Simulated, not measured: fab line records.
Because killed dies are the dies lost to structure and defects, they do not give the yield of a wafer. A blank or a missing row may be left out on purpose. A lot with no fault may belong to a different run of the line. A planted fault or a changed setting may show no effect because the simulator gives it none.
fab line records | flow nandHarc
record: lots: 12 | wafers: 36 | lastDay: 33
route steps=1302 shown P_M0@275 P_M1@293 END@1302
lots untouched by any fault: they come from a run of this same line in which no faults occurred
startH: hours from the record's first day to the start of the lot's first wafer shown | waitH: how many hours have passed since the lot's step before this one | " same as the row above | L1.1+2: a single row standing in for several wafers | - no value, or no start given | * or withheld: withheld | < > ~ a bound
route shown NAME@n: a module of which the file shows steps, and the number in the route of the first | usual: average and standard deviation across the fault-free wafers | same: alike in all rows | chamber/n: place in a boat | sites: readings site by site | _std_site: their standard deviation | _edge_site: outer sites' mean less inner sites' | radiusMm: for every site, how far away it sits from the centre of the wafer | mask NAME#n: copy n | behind: the most recent tool/chamber to have shaped the wafer | hold: what put the lot on hold/how long, in hours/how the hold closed | device: whichever transistor did not switch (one of n, p or np) | end of line: the tests these same wafers got at the end of their route | step lacking rows: just its recipe | killed: the dies lost at the first sort to structure and to defects; this is not the yield of the wafer | map: shows each die of a wafer: x if killed, . if not, _ if none is there
set.NAME: the setting the step ran with; set.NAME@STEP: the setting that earlier step ran with | model.NAME: the simulator's own value behind a step, which no gauge read
route steps across a sampled set of lots; one table per step, one row per wafer
services: when a tool's chamber went out of use (startH, in hours from the record's first day, below 0 if earlier), for how many hours, and the reason
== steps ==
step: NHARC_P_M0_PVD_21
recipe: targetThkA: 300 | chamberPressurePa: 5 | powerW: 5000 | substrateTempC: 30 | timeS: 20.49 | material: Cu
usual: throttleValvePct: 30.2/0.92
lot.wafer | tool          | chamber | startH | waitH | throttleValvePct
L446.2    | pvdSputter-03 | -       | -      | -     | 31.0
L446.3    | "             | -       | "      | "     | 29.9
L446.6    | "             | -       | "      | "     | 31.2
L447.4    | pvdSputter-01 | -       | -      | -     | 30.7
L447.6    | "             | -       | "      | "     | 30.5
L447.5    | "             | -       | "      | "     | 31.3
L453.2    | pvdSputter-02 | -       | -      | -     | 28.1
L453.4    | "             | -       | "      | "     | 31.2
L453.3    | "             | -       | "      | "     | 29.5
L456.3    | pvdSputter-02 | -       | -      | -     | 28.1
L456.2    | "             | -       | "      | "     | 29.7
L456.6    | "             | -       | "      | "     | 28.1
L457.2    | pvdSputter-03 | -       | -      | -     | 29.5
L457.4    | "             | -       | "      | "     | 30.5
L457.5    | "             | -       | "      | "     | 29.6
L458.3    | pvdSputter-03 | -       | -      | -     | 30.1
L458.6    | "             | -       | "      | "     | 30.0
L458.5    | "             | -       | "      | "     | 30.2
L461.1    | pvdSputter-03 | -       | -      | -     | 30.3
L461.6    | "             | -       | "      | "     | 31.7
L461.5    | "             | -       | "      | "     | 29.8
L463.4    | pvdSputter-03 | -       | -      | -     | 29.7
L463.2    | "             | -       | "      | "     | 30.0
L463.5    | "             | -       | "      | "     | 29.6
L464.1    | pvdSputter-03 | -       | -      | -     | 30.3
L464.3    | "             | -       | "      | "     | 29.9
L464.5    | "             | -       | "      | "     | 30.6
L465.1    | pvdSputter-03 | -       | -      | -     | 30.1
L465.4    | "             | -       | "      | "     | 30.4
L465.2    | "             | -       | "      | "     | 29.5
L467.3    | pvdSputter-02 | -       | -      | -     | 31.3
L467.1    | "             | -       | "      | "     | 29.6
L467.4    | "             | -       | "      | "     | 30.5
L469.4    | pvdSputter-02 | -       | -      | -     | 29.1
L469.3    | "             | -       | "      | "     | 31.5
L469.1    | "             | -       | "      | "     | 29.6
step: NHARC_P_M0_INSPECT_27
usual: rawDefectCount: 289/120
lot.wafer | tool             | chamber | startH | waitH | rawDefectCount
L446.2    | defectInspect-01 | -       | 122.10 | 0.0   | 440
L446.3    | "                | -       | "      | "     | 775
L446.6    | "                | -       | "      | "     | 237
L447.4    | defectInspect-02 | -       | 134.84 | 0.0   | 343
L447.5    | "                | -       | "      | "     | 338
L447.6    | "                | -       | "      | "     | 250
L453.2    | defectInspect-02 | -       | 200.97 | 0.0   | 214
L453.3    | "                | -       | "      | "     | 219
L453.4    | "                | -       | "      | "     | 205
L456.2    | defectInspect-02 | -       | 235.70 | 0.0   | 603
L456.3    | "                | -       | "      | "     | 425
L456.6    | "                | -       | "      | "     | 510
L457.2    | defectInspect-02 | -       | 236.84 | 0.0   | 343
L457.4    | "                | -       | "      | "     | 202
L457.5    | "                | -       | "      | "     | 177
L458.3    | defectInspect-01 | -       | 250.76 | 0.0   | 422
L458.5    | "                | -       | "      | "     | 536
L458.6    | "                | -       | "      | "     | 430
L461.1    | defectInspect-02 | -       | 274.80 | 0.0   | 162
L461.5    | "                | -       | "      | "     | 273
L461.6    | "                | -       | "      | "     | 200
L463.2    | defectInspect-02 | -       | 290.11 | 0.0   | 597
L463.4    | "                | -       | "      | "     | 269
L463.5    | "                | -       | "      | "     | 317
L464.1    | defectInspect-02 | -       | 303.27 | 0.0   | 171
L464.3    | "                | -       | "      | "     | 160
L464.5    | "                | -       | "      | "     | 130
L465.1    | defectInspect-02 | -       | 321.30 | 0.0   | 395
L465.2    | "                | -       | "      | "     | 175
L465.4    | "                | -       | "      | "     | 216
L467.1    | defectInspect-01 | -       | 336.22 | 0.0   | 374
L467.3    | "                | -       | "      | "     | 405
L467.4    | "                | -       | "      | "     | 222
L469.1    | defectInspect-01 | -       | 353.05 | 0.0   | 132
L469.3    | "                | -       | "      | "     | 243
L469.4    | "                | -       | "      | "     | 116
step: NHARC_P_M1_PEB_07
recipe: pebTempC: 100 | pebTimeS: 65
usual: heaterPowerTotalW: 156.7/0.41
lot.wafer | tool          | chamber | startH | waitH | heaterPowerTotalW
L446.2    | lithoTrack-06 | 0       | 123.40 | 0.1   | 156.9
L446.3    | "             | 0       | "      | "     | 157.2
L446.6    | "             | 0       | "      | "     | 156.4
L447.4    | lithoTrack-06 | 0       | 136.15 | 0.0   | 157.0
L447.5    | "             | 0       | "      | "     | 156.1
L447.6    | "             | 0       | "      | "     | 156.7
L453.2    | lithoTrack-04 | 0       | 202.17 | 0.1   | 155.9
L453.3    | "             | 0       | "      | "     | 157.1
L453.4    | "             | 0       | "      | "     | 157.0
L456.2    | lithoTrack-06 | 0       | 237.07 | 0.1   | 346.2
L456.3    | "             | 0       | "      | "     | 156.3
L456.6    | "             | 0       | "      | "     | 156.9
L457.2    | lithoTrack-06 | 0       | 238.03 | 0.1   | 346.2
L457.4    | "             | 0       | "      | "     | 156.8
L457.5    | "             | 0       | "      | "     | 344.7
L458.3    | lithoTrack-01 | 0       | 252.08 | 0.0   | 156.6
L458.5    | "             | 0       | "      | "     | 156.9
L458.6    | "             | 0       | "      | "     | 157.1
L461.1    | lithoTrack-04 | 0       | 276.12 | 0.1   | 157.1
L461.5    | "             | 0       | "      | "     | 156.9
L461.6    | "             | 0       | "      | "     | 156.8
L463.2    | lithoTrack-04 | 0       | 291.42 | 0.1   | 157.1
L463.4    | "             | 0       | "      | "     | 156.1
L463.5    | "             | 0       | "      | "     | 157.1
L464.1    | lithoTrack-01 | 0       | 304.58 | 0.1   | 156.8
L464.3    | "             | 0       | "      | "     | 157.1
L464.5    | "             | 0       | "      | "     | 157.1
L465.1    | lithoTrack-06 | 0       | 322.61 | 0.1   | 156.0
L465.2    | "             | 0       | "      | "     | 156.5
L465.4    | "             | 0       | "      | "     | 157.0
L467.1    | lithoTrack-06 | 0       | 337.54 | 0.1   | 157.1
L467.3    | "             | 0       | "      | "     | 156.2
L467.4    | "             | 0       | "      | "     | 156.8
L469.1    | lithoTrack-01 | 0       | 354.34 | 0.1   | 156.9
L469.3    | "             | 0       | "      | "     | 156.3
L469.4    | "             | 0       | "      | "     | 156.2
step: NHARC_P_M1_CD_MEAS_09
recipe: targetCdNm: 130 | landingEnergyEv: 500
usual: cdNm: 130.0/0.53
lot.wafer | tool     | chamber | startH | waitH | cdNm
L446.2    | cdSem-02 | 0       | 123.48 | -     | 129.5
L446.3    | "        | 0       | "      | "     | 129.2
L446.6    | "        | 0       | "      | "     | 129.5
L447.4    | cdSem-02 | 0       | 136.23 | -     | 130.4
L447.5    | "        | 0       | "      | "     | 130.4
L447.6    | "        | 0       | "      | "     | 130.0
L453.2    | cdSem-02 | 0       | 202.25 | -     | 130.0
L453.3    | "        | 0       | "      | "     | 130.3
L453.4    | "        | 0       | "      | "     | 130.1
L456.2    | cdSem-03 | 0       | 237.15 | -     | 63.9
L456.3    | "        | 0       | "      | "     | 129.2
L456.6    | "        | 0       | "      | "     | 129.6
L457.2    | cdSem-03 | 0       | 238.11 | -     | 65.2
L457.4    | "        | 0       | "      | "     | 129.6
L457.5    | "        | 0       | "      | "     | 64.8
L458.3    | cdSem-03 | 0       | 252.16 | -     | 130.0
L458.5    | "        | 0       | "      | "     | 129.9
L458.6    | "        | 0       | "      | "     | 130.6
L461.1    | cdSem-01 | 0       | 276.20 | -     | 129.4
L461.5    | "        | 0       | "      | "     | 129.2
L461.6    | "        | 0       | "      | "     | 129.9
L463.2    | cdSem-03 | 0       | 291.50 | -     | 130.8
L463.4    | "        | 0       | "      | "     | 130.3
L463.5    | "        | 0       | "      | "     | 131.2
L464.1    | cdSem-01 | 0       | 304.66 | -     | 129.2
L464.3    | "        | 0       | "      | "     | 129.4
L464.5    | "        | 0       | "      | "     | 129.8
L465.1    | cdSem-01 | 0       | 322.69 | -     | 129.5
L465.2    | "        | 0       | "      | "     | 129.3
L465.4    | "        | 0       | "      | "     | 130.1
L467.1    | cdSem-01 | 0       | 337.62 | -     | 129.6
L467.3    | "        | 0       | "      | "     | 129.7
L467.4    | "        | 0       | "      | "     | 130.0
L469.1    | cdSem-03 | 0       | 354.42 | -     | 129.8
L469.3    | "        | 0       | "      | "     | 131.2
L469.4    | "        | 0       | "      | "     | 130.7
step: NHARC_P_M1_INSPECT_11
usual: rawDefectCount: 4/3.1
lot.wafer | tool             | chamber | startH | waitH | rawDefectCount
L446.2    | defectInspect-01 | -       | 123.60 | 0.0   | 5
L446.3    | "                | -       | "      | "     | 6
L446.6    | "                | -       | "      | "     | 5
L447.4    | defectInspect-01 | -       | 136.35 | 0.0   | 7
L447.5    | "                | -       | "      | "     | 3
L447.6    | "                | -       | "      | "     | 4
L453.2    | defectInspect-01 | -       | 202.37 | 0.0   | 4
L453.3    | "                | -       | "      | "     | 4
L453.4    | "                | -       | "      | "     | 7
L456.2    | defectInspect-01 | -       | 237.27 | 0.0   | 2
L456.3    | "                | -       | "      | "     | 2
L456.6    | "                | -       | "      | "     | 4
L457.2    | defectInspect-02 | -       | 238.23 | 0.0   | 3
L457.4    | "                | -       | "      | "     | 1
L457.5    | "                | -       | "      | "     | 3
L458.3    | defectInspect-02 | -       | 252.28 | 0.0   | 0
L458.5    | "                | -       | "      | "     | 4
L458.6    | "                | -       | "      | "     | 4
L461.1    | defectInspect-01 | -       | 276.32 | 0.0   | 2
L461.5    | "                | -       | "      | "     | 2
L461.6    | "                | -       | "      | "     | 2
L463.2    | defectInspect-01 | -       | 291.63 | 0.0   | 3
L463.4    | "                | -       | "      | "     | 3
L463.5    | "                | -       | "      | "     | 3
L464.1    | defectInspect-01 | -       | 304.79 | 0.0   | 8
L464.3    | "                | -       | "      | "     | 5
L464.5    | "                | -       | "      | "     | 6
L465.1    | defectInspect-01 | -       | 322.81 | 0.0   | 8
L465.2    | "                | -       | "      | "     | 2
L465.4    | "                | -       | "      | "     | 6
L467.1    | defectInspect-02 | -       | 337.74 | 0.0   | 2
L467.3    | "                | -       | "      | "     | 13
L467.4    | "                | -       | "      | "     | 10
L469.1    | defectInspect-01 | -       | 354.54 | 0.0   | 2
L469.3    | "                | -       | "      | "     | 2
L469.4    | "                | -       | "      | "     | 3
step: NHARC_P_M1_CD_MEAS_16
usual: cdNm: 129.9/0.59
lot.wafer | tool     | chamber | startH | waitH | cdNm
L446.2    | cdSem-03 | -       | 123.97 | -     | 130.1
L446.3    | "        | -       | "      | "     | 130.4
L446.6    | "        | -       | "      | "     | 130.1
L447.4    | cdSem-02 | -       | 136.72 | -     | 130.1
L447.5    | "        | -       | "      | "     | 130.2
L447.6    | "        | -       | "      | "     | 130.3
L453.2    | cdSem-02 | -       | 202.74 | -     | 130.5
L453.3    | "        | -       | "      | "     | 130.3
L453.4    | "        | -       | "      | "     | 129.4
L456.2    | cdSem-03 | -       | 237.64 | -     | 63.3
L456.3    | "        | -       | "      | "     | 128.5
L456.6    | "        | -       | "      | "     | 129.0
L457.2    | cdSem-01 | -       | 238.60 | -     | 64.0
L457.4    | "        | -       | "      | "     | 129.6
L457.5    | "        | -       | "      | "     | 64.7
L458.3    | cdSem-02 | -       | 252.65 | -     | 129.5
L458.5    | "        | -       | "      | "     | 129.8
L458.6    | "        | -       | "      | "     | 130.3
L461.1    | cdSem-03 | -       | 276.69 | -     | 129.4
L461.5    | "        | -       | "      | "     | 129.4
L461.6    | "        | -       | "      | "     | 129.6
L463.2    | cdSem-01 | -       | 291.99 | -     | 130.7
L463.4    | "        | -       | "      | "     | 130.2
L463.5    | "        | -       | "      | "     | 130.7
L464.1    | cdSem-03 | -       | 305.15 | -     | 129.4
L464.3    | "        | -       | "      | "     | 129.4
L464.5    | "        | -       | "      | "     | 130.0
L465.1    | cdSem-02 | -       | 323.18 | -     | 129.6
L465.2    | "        | -       | "      | "     | 129.5
L465.4    | "        | -       | "      | "     | 129.8
L467.1    | cdSem-02 | -       | 338.11 | -     | 129.3
L467.3    | "        | -       | "      | "     | 129.9
L467.4    | "        | -       | "      | "     | 128.9
L469.1    | cdSem-01 | -       | 354.91 | -     | 130.7
L469.3    | "        | -       | "      | "     | 130.7
L469.4    | "        | -       | "      | "     | 129.9
step: NHARC_END_SORT_01
recipe: tempC: 25
usual: defectLimitedYield: 91.2/2.5 | killedAtArray: 55/17 | killedAtOther: 1.1/1.4 | killedAtPeriphery: 3.9/3 | killedDies: 59/17 | killedOpen: 3.5/2 | killedShort: 2.6/1.6
same: grossDies: 677
lot.wafer | tool      | chamber | startH | waitH | defectLimitedYield[%] | killedAtArray | killedAtOther | killedAtPeriphery | killedDies | killedOpen | killedShort
L456.2    | prober-01 | 0       | 668.54 | 2.8   | 0                     | 8             | 1             | 668               | 677        | 4          | 0
L456.3    | prober-01 | 0       | 669.35 | 3.1   | 97.2                  | 17            | 1             | 1                 | 19         | 1          | 2
L456.6    | prober-01 | 0       | 671.76 | 4.0   | 96.8                  | 18            | 2             | 2                 | 22         | 3          | 1
L457.2    | prober-02 | 0       | 668.58 | 2.8   | 0                     | 49            | 0             | 628               | 677        | 1          | 1
L457.4    | prober-02 | 0       | 670.17 | 3.4   | 91.1                  | 56            | 1             | 3                 | 60         | 4          | 4
L457.5    | prober-02 | 0       | 670.96 | 3.7   | 0                     | 60            | 0             | 617               | 677        | 1          | 3
L461.1    | prober-02 | 0       | 709.97 | 2.4   | 91.9                  | 55            | 0             | 0                 | 55         | 2          | 1
L461.5    | prober-02 | 0       | 713.20 | 3.7   | 91.1                  | 60            | 0             | 0                 | 60         | 2          | 3
L461.6    | prober-02 | 0       | 714.01 | 4.0   | 91.7                  | 54            | 0             | 2                 | 56         | 2          | 2
L465.1    | prober-01 | 0       | 764.37 | 2.5   | 90.0                  | 61            | 0             | 7                 | 68         | 2          | 2
L465.2    | prober-01 | 0       | 765.19 | 2.8   | 88.6                  | 76            | 0             | 1                 | 77         | 2          | 0
L465.4    | prober-01 | 0       | 766.83 | 3.5   | 87.1                  | 82            | 0             | 5                 | 87         | 4          | 2
killed by level:class
L456.2 P_M1:areaPeb=665 A_CHANNEL_HOLE_D1:chamberFilmFlake=4 P_CONTACT:geometricParticle:open=2 P_M0:geometricParticle:open=1 A_ONON_D1:geometricParticle:open=1 A_STAIRCASE:chamberFilmFlake=1 A_SLIT:chamberFilmFlake=1 A_M1:chamberFilmFlake=1
L457.2 P_M1:areaPeb=624 A_SLIT:chamberFilmFlake=23 A_CHANNEL_HOLE_D2:chamberFilmFlake=12 A_STAIRCASE:chamberFilmFlake=4 P_M1:chamberFilmFlake=3 A_CONTACT:chamberFilmFlake=3 A_CHANNEL_HOLE_D1:chamberFilmFlake=2 A_CHANNEL_FILL_D2:geometricParticle:open=1
L456.3 A_CHANNEL_HOLE_D1:chamberFilmFlake=8 A_CONTACT:chamberFilmFlake=2 A_CHANNEL_HOLE_D2:geometricParticle:short=1 A_CHANNEL_FILL_D2:geometricParticle:short=1 A_CHANNEL_FILL_D2:geometricParticle:open=1 P_BONDPAD:chamberFilmFlake=1 A_DECK1_JOINT:chamberFilmFlake=1 A_STAIRCASE:chamberFilmFlake=1
L457.4 A_SLIT:chamberFilmFlake=31 A_CHANNEL_HOLE_D2:chamberFilmFlake=14 A_DECK1_JOINT:geometricParticle:short=2 A_CHANNEL_FILL_D2:geometricParticle:open=2 P_M1:chamberFilmFlake=2 A_WL_FILL:chamberFilmFlake=2 P_M0:geometricParticle:short=1 A_CHANNEL_HOLE_D1:geometricParticle:short=1
L457.5 P_M1:areaPeb=613 A_SLIT:chamberFilmFlake=33 A_CHANNEL_HOLE_D2:chamberFilmFlake=13 A_CHANNEL_HOLE_D1:chamberFilmFlake=5 P_M1:chamberFilmFlake=2 A_WL_FILL:chamberFilmFlake=2 P_CONTACT:geometricParticle:short=1 A_SOURCE_PLATE:geometricParticle:short=1
L456.6 A_CHANNEL_HOLE_D1:chamberFilmFlake=9 A_WL_FILL:chamberFilmFlake=2 THIN_TSV:chamberFilmFlake=2 P_GATE:geometricParticle:open=1 A_SOURCE_PLATE:geometricParticle:open=1 A_ONON_D2:geometricParticle:open=1 A_CHANNEL_FILL_D2:geometricParticle:short=1 P_BONDPAD:chamberFilmFlake=1
L461.1 A_CHANNEL_HOLE_D1:chamberFilmFlake=24 A_CHANNEL_HOLE_D2:chamberFilmFlake=21 A_SLIT:chamberFilmFlake=2 A_CONTACT:chamberFilmFlake=2 A_CHANNEL_FILL_D1:geometricParticle:open=1 A_DECK1_JOINT:geometricParticle:short=1 A_CHANNEL_FILL_D2:geometricParticle:open=1 A_DECK1_JOINT:chamberFilmFlake=1
L461.5 A_CHANNEL_HOLE_D2:chamberFilmFlake=26 A_CHANNEL_HOLE_D1:chamberFilmFlake=23 A_SLIT:chamberFilmFlake=2 A_ONON_D1:geometricParticle:short=1 A_CHANNEL_HOLE_D1:geometricParticle:short=1 A_DECK1_JOINT:geometricParticle:open=1 A_CHANNEL_FILL_D2:geometricParticle:short=1 A_BLC:geometricParticle:open=1
L461.6 A_CHANNEL_HOLE_D2:chamberFilmFlake=26 A_CHANNEL_HOLE_D1:chamberFilmFlake=14 A_CONTACT:chamberFilmFlake=5 A_DECK1_JOINT:chamberFilmFlake=3 P_CONTACT:geometricParticle:short=1 A_CHANNEL_FILL_D1:geometricParticle:open=1 A_CONTACT:geometricParticle:open=1 A_M0:geometricParticle:short=1
L465.1 A_SLIT:chamberFilmFlake=21 A_CHANNEL_HOLE_D2:chamberFilmFlake=20 A_CHANNEL_HOLE_D1:chamberFilmFlake=6 A_CONTACT:chamberFilmFlake=6 P_ZERO_WELL:chamberFilmFlake=2 P_M0:chamberFilmFlake=2 A_STAIRCASE:chamberFilmFlake=2 A_CHANNEL_HOLE_D1:geometricParticle:short=1
L465.2 A_SLIT:chamberFilmFlake=31 A_CHANNEL_HOLE_D2:chamberFilmFlake=25 A_CHANNEL_HOLE_D1:chamberFilmFlake=9 A_CONTACT:chamberFilmFlake=6 A_STAIRCASE:chamberFilmFlake=2 A_WL_FILL:chamberFilmFlake=2 P_M1:geometricParticle:open=1 A_CHANNEL_FILL_D2:geometricParticle:open=1
L465.4 A_SLIT:chamberFilmFlake=36 A_CHANNEL_HOLE_D2:chamberFilmFlake=25 A_CHANNEL_HOLE_D1:chamberFilmFlake=8 A_CONTACT:chamberFilmFlake=5 P_CONTACT:geometricParticle:open=2 A_M0:geometricParticle:open=2 A_WL_FILL:chamberFilmFlake=2 A_SOURCE_PLATE:geometricParticle:short=1
== services ==
tool          | chamber | startH | hours | kind
pvdSputter-02 | -       | 104.02 | 10.0  | pm
pvdSputter-03 | -       | 110.19 | 2.2   | repair
lithoTrack-01 | -       | 155.00 | 7.0   | pm
pvdSputter-03 | -       | 170.00 | 10.0  | pm
lithoTrack-06 | -       | 179.00 | 7.0   | pm
lithoTrack-04 | -       | 179.16 | -     | consumableReplace:filter
pvdSputter-02 | -       | 185.45 | 1.8   | repair
lithoTrack-04 | -       | 203.00 | 7.0   | pm
pvdSputter-01 | -       | 226.04 | 10.0  | pm
pvdSputter-02 | -       | 239.15 | 0.5   | repair
pvdSputter-03 | -       | 252.23 | 9.5   | repair
pvdSputter-02 | -       | 282.02 | 10.0  | pm
pvdSputter-02 | -       | 306.49 | 26.0  | repair
pvdSputter-01 | -       | 315.18 | 2.0   | repair
pvdSputter-03 | -       | 324.24 | 1.3   | repair
lithoTrack-01 | -       | 330.00 | 7.0   | pm
pvdSputter-03 | -       | 348.06 | 10.0  | pm
lithoTrack-06 | -       | 354.00 | 7.0   | pm
== key ==
firstSign: step: NHARC_P_M1_PEB_07 | reading: heaterPowerTotalW | direction: up | sigmas: 99+ | usual: * | struck: *
effect: step: NHARC_P_M1_CD_MEAS_09 | reading: cdNm | direction: down | sigmas: 99+ | usual: 130.0 | struck: 64.6
effect: step: NHARC_P_M1_CD_MEAS_16 | reading: cdNm | direction: down | sigmas: 99+ | usual: 129.9 | struck: 64.0
effect: step: NHARC_END_SORT_01 | reading: killedAtPeriphery | direction: up | sigmas: 99+ | usual: 3.9 | struck: 637.7
moreKillsBornAt: NHARC_P_M1_PEB_07@lithoTrack-06: 1902
metAt NHARC_P_M1_PEB_07
struckLots L456,L457
struckWafers L456.2,L457.2,L457.5
laterRowsLeftOut L456.2,L457.2,L457.5
notActingAt NHARC_P_M0_PVD_21,NHARC_P_M0_INSPECT_27,NHARC_P_M1_INSPECT_11
onsetBetween 136.15 237.07
fault: kind: processParameterDrift | tool: lithoTrack-06 | chamber: - | onsetH: 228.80 | steps: NHARC_P_M1_PEB_07 | channel: pebTimeS | offset: * | shape: step | endH: 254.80 | scope: struckWafersOnly | actsIn: * | stated: *
laterRowsLeftOut: the simulator's readings of these wafers behind a module that went badly wrong aren't trusted and aren't shown, but for the sort
